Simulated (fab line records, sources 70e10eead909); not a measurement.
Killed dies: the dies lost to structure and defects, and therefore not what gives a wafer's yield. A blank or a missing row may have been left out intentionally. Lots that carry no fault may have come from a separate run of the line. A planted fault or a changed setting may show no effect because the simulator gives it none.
Which tool was responsible? :: flow nand harc :: Sampling: 12 lots, 36 wafers, 5 of 1302 route steps

## WHAT THE GAUGES READ, wafer by wafer
NHARC_END_SORT_01. Usual: killed at array 57, standard deviation 17; killed at other 0.5, standard deviation 0.82; killed at periphery 4.0, standard deviation 2.8; killed dies 61, standard deviation 18; killed open 2.9, standard deviation 2; killed short 2.3, standard deviation 1.7.
lot: L370
measured: day 25 03:32
on: prober-02
killed at array: 66 72 69
killed at other: 0 0 1
killed at periphery: 3 1 1
killed dies: 69 73 71
killed open: 3 0 1
killed short: 3 2 3
flag: 

lot: L372
measured: day 26 14:37
on: prober-01
killed at array: 64 65 66
killed at other: 1 0 0
killed at periphery: 4 4 5
killed dies: 69 69 71
killed open: 2 6 1
killed short: 1 3 2
flag: 

lot: L373
measured: day 26 08:29
on: prober-02
killed at array: 59 67 64
killed at other: 1 0 2
killed at periphery: 6 4 1
killed dies: 66 71 67
killed open: 3 4 3
killed short: 1 1 1
flag: 

lot: L381
measured: day 29 14:08
on: prober-02
killed at array: 88 78 68
killed at other: 0 2 0
killed at periphery: 4 3 2
killed dies: 92 83 70
killed open: 3 1 3
killed short: 4 3 3
flag: 

lot: L380
measured: day 30 00:00
on: prober-02
killed at array: 43 44 42
killed at other: 0 0 1
killed at periphery: 11 6 7
killed dies: 54 50 50
killed open: 3 0 5
killed short: 3 2 1
flag: 

lot: L383
measured: day 30 14:56
on: prober-02
killed at array: 31 37 47
killed at other: 0 0 0
killed at periphery: 4 1 4
killed dies: 35 38 51
killed open: 5 1 0
killed short: 3 0 3
flag: 

lot: L385
measured: day 30 23:37
on: prober-01
killed at array: 53 77 51
killed at other: 0 0 0
killed at periphery: 3 4 2
killed dies: 56 81 53
killed open: 2 7 3
killed short: 0 5 1
flag: 

lot: L386
measured: day 30 21:55
on: prober-02
killed at array: 75 87 98
killed at other: 0 0 0
killed at periphery: 9 8 4
killed dies: 84 95 102
killed open: 5 1 0
killed short: 1 1 0
flag: 

lot: L389
measured: day 33 06:10
on: prober-01
killed at array: 60 66 61
killed at other: 1 0 3
killed at periphery: 2 4 1
killed dies: 63 70 65
killed open: 1 4 3
killed short: 1 1 1
flag: 

lot: L390
measured: day 34 11:12
on: prober-02
killed at array: 68 62 81
killed at other: 0 0 0
killed at periphery: 8 11 7
killed dies: 76 73 88
killed open: 1 8 0
killed short: 4 1 3
flag: 

lot: L391
measured: day 34 00:55
on: prober-02
killed at array: 77 58 58
killed at other: 1 0 1
killed at periphery: 6 4 1
killed dies: 84 62 60
killed open: 5 3 2
killed short: 6 1 3
flag: 

lot: L392
measured: day 34 12:46
on: prober-01
killed at array: 31 41 35
killed at other: 0 2 2
killed at periphery: 1 9 3
killed dies: 32 52 40
killed open: 4 4 0
killed short: 0 5 1
flag: 

## EACH LOT AND THE TOOL THAT RAN IT (in order: tool; ch and the chambers of the sampled wafers; start)
lot: L370
NHARC_A_CHANNEL_HOLE_D1_ETCH_21: har etch-02 ch 0,1, day 8 23:32
NHARC_A_CHANNEL_HOLE_D1_ETCH_25: har etch-02 ch 0,1, day 9 02:10
NHARC_A_CHANNEL_FILL_D1_ALD_14: ald hk-01 ch 0,1, day 9 11:56
NHARC_A_CHANNEL_FILL_D1_ALD_16: ald hk-02 ch 0,3, day 9 17:05

lot: L372
NHARC_A_CHANNEL_HOLE_D1_ETCH_21: har etch-01 ch 0, day 9 22:43
NHARC_A_CHANNEL_HOLE_D1_ETCH_25: har etch-01 ch 0, day 10 01:11
NHARC_A_CHANNEL_FILL_D1_ALD_14: ald hk-04 ch 2,3, day 10 11:15
NHARC_A_CHANNEL_FILL_D1_ALD_16: ald hk-04 ch 0,2, day 10 16:27

lot: L373
NHARC_A_CHANNEL_HOLE_D1_ETCH_21: har etch-02 ch 0,1, day 10 09:49
NHARC_A_CHANNEL_HOLE_D1_ETCH_25: har etch-02 ch 0,1, day 10 12:31
NHARC_A_CHANNEL_FILL_D1_ALD_14: ald hk-04 ch 0,1, day 10 22:04
NHARC_A_CHANNEL_FILL_D1_ALD_16: ald hk-02 ch 0,2,3, day 11 03:14

lot: L381
NHARC_A_CHANNEL_HOLE_D1_ETCH_21: har etch-02 ch 0,1, day 13 07:24
NHARC_A_CHANNEL_HOLE_D1_ETCH_25: har etch-02 ch 0,1, day 13 09:53
NHARC_A_CHANNEL_FILL_D1_ALD_14: ald hk-04 ch 1,2, day 13 19:55
NHARC_A_CHANNEL_FILL_D1_ALD_16: ald hk-04 ch 0,2,3, day 14 01:03

lot: L380
NHARC_A_CHANNEL_HOLE_D1_ETCH_21: har etch-01 ch 0,1, day 13 08:56
NHARC_A_CHANNEL_HOLE_D1_ETCH_25: har etch-01 ch 0,1, day 13 11:37
NHARC_A_CHANNEL_FILL_D1_ALD_14: ald hk-04 ch 0,2,3, day 13 20:13
NHARC_A_CHANNEL_FILL_D1_ALD_16: ald hk-02 ch 1,2,3, day 14 01:07

lot: L383
NHARC_A_CHANNEL_HOLE_D1_ETCH_21: har etch-02 ch 0,1, day 14 15:17
NHARC_A_CHANNEL_HOLE_D1_ETCH_25: har etch-02 ch 0,1, day 14 17:45
NHARC_A_CHANNEL_FILL_D1_ALD_14: ald hk-01 ch 2,3, day 15 01:53
NHARC_A_CHANNEL_FILL_D1_ALD_16: ald hk-01 ch 0,1, day 15 06:55

lot: L385
NHARC_A_CHANNEL_HOLE_D1_ETCH_21: har etch-02 ch 0,1, day 15 08:05
NHARC_A_CHANNEL_HOLE_D1_ETCH_25: har etch-02 ch 0,1, day 15 10:46
NHARC_A_CHANNEL_FILL_D1_ALD_14: ald hk-01 ch 1,2,3, day 15 20:23
NHARC_A_CHANNEL_FILL_D1_ALD_16: ald hk-02 ch 1,2, day 16 01:26

lot: L386
NHARC_A_CHANNEL_HOLE_D1_ETCH_21: har etch-02 ch 0,1, day 15 13:22
NHARC_A_CHANNEL_HOLE_D1_ETCH_25: har etch-02 ch 0,1, day 15 15:51
NHARC_A_CHANNEL_FILL_D1_ALD_14: ald hk-01 ch 0,2,3, day 16 02:01
NHARC_A_CHANNEL_FILL_D1_ALD_16: ald hk-04 ch 1,2,3, day 16 07:41

lot: L389
NHARC_A_CHANNEL_HOLE_D1_ETCH_21: har etch-01 ch 0,1, day 16 23:41
NHARC_A_CHANNEL_HOLE_D1_ETCH_25: har etch-01 ch 0,1, day 17 02:21
NHARC_A_CHANNEL_FILL_D1_ALD_14: ald hk-01 ch 0,1,2, day 17 14:29
NHARC_A_CHANNEL_FILL_D1_ALD_16: ald hk-02 ch 0,1, day 17 19:42

lot: L390
NHARC_A_CHANNEL_HOLE_D1_ETCH_21: har etch-01 ch 0,1, day 17 21:13
NHARC_A_CHANNEL_HOLE_D1_ETCH_25: har etch-01 ch 0,1, day 17 23:43
NHARC_A_CHANNEL_FILL_D1_ALD_14: ald hk-01 ch 0,3, day 18 09:47
NHARC_A_CHANNEL_FILL_D1_ALD_16: ald hk-04 ch 0,1,3, day 18 14:56

lot: L391
NHARC_A_CHANNEL_HOLE_D1_ETCH_21: har etch-02 ch 0,1, day 18 00:56
NHARC_A_CHANNEL_HOLE_D1_ETCH_25: har etch-02 ch 0,1, day 18 03:23
NHARC_A_CHANNEL_FILL_D1_ALD_14: ald hk-01 ch 0,1,2, day 18 13:28
NHARC_A_CHANNEL_FILL_D1_ALD_16: ald hk-04 ch 0,1,2, day 18 18:47

lot: L392
NHARC_A_CHANNEL_HOLE_D1_ETCH_21: har etch-01 ch 0,1, day 18 01:32
NHARC_A_CHANNEL_HOLE_D1_ETCH_25: har etch-01 ch 0,1, day 18 04:10
NHARC_A_CHANNEL_FILL_D1_ALD_14: ald hk-02 ch 1,2, day 18 13:28
NHARC_A_CHANNEL_FILL_D1_ALD_16: ald hk-04 ch 0,3, day 18 18:38
- NHARC_A_CHANNEL_HOLE_D1_ETCH_21: etches the open film in C4F8/O2/Ar, time 514.3 s, target depth 1600 nm.
- NHARC_A_CHANNEL_HOLE_D1_ETCH_25: etches the open film in C4F8/O2/Ar, time 1040.2 s, target depth 1500 nm.
- NHARC_A_CHANNEL_FILL_D1_ALD_14: deposits SiO2, target thk 2.5 nm, pulse time 10 s, ald cycles 25.
- NHARC_A_CHANNEL_FILL_D1_ALD_16: deposits SiO2, target thk 1.5 nm, pulse time 10 s, ald cycles 15.

## AS READ BY THE TOOLS THEMSELVES (means over the sampled wafers that have a number; for cases with no such wafer, the mark the record gives instead)
NHARC_A_CHANNEL_HOLE_D1_ETCH_21. Usual: drypump motor current A 5.6 A, standard deviation 0.44; mfc ar sccm 375.2 sccm, standard deviation 1.1; showerhead plenum p Torr 3.69 Torr, standard deviation 0.05; throttle valve pct 32.155 %, standard deviation 0.0096.
lot: L370
tool: har etch-02
drypump motor current A (A): 6.0
mfc ar sccm (sccm): 375.4
showerhead plenum p Torr (Torr): 3.76
throttle valve pct (%): 32.153
flag: 

lot: L372
tool: har etch-01
drypump motor current A (A): 5.7
mfc ar sccm (sccm): 375.8
showerhead plenum p Torr (Torr): 3.72
throttle valve pct (%): 32.147
flag: 

lot: L373
tool: har etch-02
drypump motor current A (A): 6.0
mfc ar sccm (sccm): 374.4
showerhead plenum p Torr (Torr): 3.75
throttle valve pct (%): 32.148
flag: 

lot: L381
tool: har etch-02
drypump motor current A (A): 5.8
mfc ar sccm (sccm): 375.3
showerhead plenum p Torr (Torr): 3.73
throttle valve pct (%): 32.152
flag: 

lot: L380
tool: har etch-01
drypump motor current A (A): 5.5
mfc ar sccm (sccm): 373.9
showerhead plenum p Torr (Torr): 3.67
throttle valve pct (%): 32.156
flag: 

lot: L383
tool: har etch-02
drypump motor current A (A): 5.7
mfc ar sccm (sccm): 374.8
showerhead plenum p Torr (Torr): 3.72
throttle valve pct (%): 32.158
flag: 

lot: L385
tool: har etch-02
drypump motor current A (A): 5.7
mfc ar sccm (sccm): 374.9
showerhead plenum p Torr (Torr): 3.71
throttle valve pct (%): 32.157
flag: 

lot: L386
tool: har etch-02
drypump motor current A (A): 6.0
mfc ar sccm (sccm): 375.7
showerhead plenum p Torr (Torr): 3.71
throttle valve pct (%): 32.146
flag: 

lot: L389
tool: har etch-01
drypump motor current A (A): 5.5
mfc ar sccm (sccm): 375.5
showerhead plenum p Torr (Torr): 3.64
throttle valve pct (%): 32.159
flag: 

lot: L390
tool: har etch-01
drypump motor current A (A): 5.5
mfc ar sccm (sccm): 375.7
showerhead plenum p Torr (Torr): 3.64
throttle valve pct (%): 32.165
flag: 

lot: L391
tool: har etch-02
drypump motor current A (A): 5.7
mfc ar sccm (sccm): 375.0
showerhead plenum p Torr (Torr): 3.70
throttle valve pct (%): 32.152
flag: 

lot: L392
tool: har etch-01
drypump motor current A (A): 5.3
mfc ar sccm (sccm): 375.7
showerhead plenum p Torr (Torr): 3.61
throttle valve pct (%): 32.162
flag: 

NHARC_A_CHANNEL_HOLE_D1_ETCH_25. Usual: drypump motor current A 5.6 A, standard deviation 0.45; mfc ar sccm 375.1 sccm, standard deviation 1.1; showerhead plenum p Torr 3.69 Torr, standard deviation 0.05; throttle valve pct 32.234 %, standard deviation 0.0086.
lot: L370
tool: har etch-02
drypump motor current A (A): 6.0
mfc ar sccm (sccm): 374.8
showerhead plenum p Torr (Torr): 3.75
throttle valve pct (%): 32.232
flag: 

lot: L372
tool: har etch-01
drypump motor current A (A): 5.7
mfc ar sccm (sccm): 376.8
showerhead plenum p Torr (Torr): 3.72
throttle valve pct (%): 32.229
flag: 

lot: L373
tool: har etch-02
drypump motor current A (A): 6.0
mfc ar sccm (sccm): 374.1
showerhead plenum p Torr (Torr): 3.74
throttle valve pct (%): 32.230
flag: 

lot: L381
tool: har etch-02
drypump motor current A (A): 5.8
mfc ar sccm (sccm): 374.8
showerhead plenum p Torr (Torr): 3.72
throttle valve pct (%): 32.228
flag: 

lot: L380
tool: har etch-01
drypump motor current A (A): 5.5
mfc ar sccm (sccm): 374.2
showerhead plenum p Torr (Torr): 3.66
throttle valve pct (%): 32.235
flag: 

lot: L383
tool: har etch-02
drypump motor current A (A): 5.7
mfc ar sccm (sccm): 375.3
showerhead plenum p Torr (Torr): 3.71
throttle valve pct (%): 32.233
flag: 

lot: L385
tool: har etch-02
drypump motor current A (A): 5.7
mfc ar sccm (sccm): 375.0
showerhead plenum p Torr (Torr): 3.71
throttle valve pct (%): 32.229
flag: 

lot: L386
tool: har etch-02
drypump motor current A (A): 6.0
mfc ar sccm (sccm): 374.3
showerhead plenum p Torr (Torr): 3.70
throttle valve pct (%): 32.233
flag: 

lot: L389
tool: har etch-01
drypump motor current A (A): 5.5
mfc ar sccm (sccm): 375.7
showerhead plenum p Torr (Torr): 3.64
throttle valve pct (%): 32.219
flag: 

lot: L390
tool: har etch-01
drypump motor current A (A): 5.5
mfc ar sccm (sccm): 374.3
showerhead plenum p Torr (Torr): 3.63
throttle valve pct (%): 32.235
flag: 

lot: L391
tool: har etch-02
drypump motor current A (A): 5.7
mfc ar sccm (sccm): 374.4
showerhead plenum p Torr (Torr): 3.69
throttle valve pct (%): 32.235
flag: 

lot: L392
tool: har etch-01
drypump motor current A (A): 5.3
mfc ar sccm (sccm): 375.3
showerhead plenum p Torr (Torr): 3.61
throttle valve pct (%): 32.241
flag: 

NHARC_A_CHANNEL_FILL_D1_ALD_14. Usual: heater power w 469 W, standard deviation 68; precursor pulse height rel 1.000, standard deviation 0.02.
lot: L370
tool: ald hk-01
heater power w (W): 424
precursor pulse height rel: 0.995
flag: 

lot: L372
tool: ald hk-04
heater power w (W): 482
precursor pulse height rel: 0.999
flag: 

lot: L373
tool: ald hk-04
heater power w (W): 432
precursor pulse height rel: 0.995
flag: 

lot: L381
tool: ald hk-04
heater power w (W): 489
precursor pulse height rel: 0.976
flag: 

lot: L380
tool: ald hk-04
heater power w (W): 468
precursor pulse height rel: 1.005
flag: 

lot: L383
tool: ald hk-01
heater power w (W): 513
precursor pulse height rel: 0.992
flag: 

lot: L385
tool: ald hk-01
heater power w (W): 472
precursor pulse height rel: 0.994
flag: 

lot: L386
tool: ald hk-01
heater power w (W): 461
precursor pulse height rel: 0.999
flag: 

lot: L389
tool: ald hk-01
heater power w (W): 482
precursor pulse height rel: 0.983
flag: 

lot: L390
tool: ald hk-01
heater power w (W): 395
precursor pulse height rel: 1.004
flag: 

lot: L391
tool: ald hk-01
heater power w (W): 481
precursor pulse height rel: 1.003
flag: 

lot: L392
tool: ald hk-02
heater power w (W): 506
precursor pulse height rel: 1.005
flag: 

NHARC_A_CHANNEL_FILL_D1_ALD_16. Usual: heater power w 475 W, standard deviation 63; precursor pulse height rel 1.000, standard deviation 0.02.
lot: L370
tool: ald hk-02
heater power w (W): 482
precursor pulse height rel: 0.980
flag: 

lot: L372
tool: ald hk-04
heater power w (W): 461
precursor pulse height rel: 1.020
flag: 

lot: L373
tool: ald hk-02
heater power w (W): 491
precursor pulse height rel: 0.999
flag: 

lot: L381
tool: ald hk-04
heater power w (W): 462
precursor pulse height rel: 1.010
flag: 

lot: L380
tool: ald hk-02
heater power w (W): 522
precursor pulse height rel: 1.001
flag: 

lot: L383
tool: ald hk-01
heater power w (W): 431
precursor pulse height rel: 1.005
flag: 

lot: L385
tool: ald hk-02
heater power w (W): 514
precursor pulse height rel: 1.000
flag: 

lot: L386
tool: ald hk-04
heater power w (W): 491
precursor pulse height rel: 1.024
flag: 

lot: L389
tool: ald hk-02
heater power w (W): 463
precursor pulse height rel: 0.995
flag: 

lot: L390
tool: ald hk-04
heater power w (W): 460
precursor pulse height rel: 0.989
flag: 

lot: L391
tool: ald hk-04
heater power w (W): 468
precursor pulse height rel: 0.971
flag: 

lot: L392
tool: ald hk-04
heater power w (W): 460
precursor pulse height rel: 1.015
flag: 

## THE ANSWER, worked out from the rows above alone
Rule: a lot is off if the mean of its wafers that have a number lies more than 3 standard deviations from the usual mean. Also off: a lot with no number at a reading for which 4 or more lots have one. Where the step has rows for the other lots, those lots are counted as sound. The gauges are gone through in route order, then the tools' own readings, and for those a lot's mean is taken as printed above. The first step at which some lot is off is used, and at that step the reading that is off furthest; a lot without a number counts as furthest.
Across all readings shown, no lot is off: no conclusion can be drawn from this.

## WHAT THE SIMULATOR PUT IN
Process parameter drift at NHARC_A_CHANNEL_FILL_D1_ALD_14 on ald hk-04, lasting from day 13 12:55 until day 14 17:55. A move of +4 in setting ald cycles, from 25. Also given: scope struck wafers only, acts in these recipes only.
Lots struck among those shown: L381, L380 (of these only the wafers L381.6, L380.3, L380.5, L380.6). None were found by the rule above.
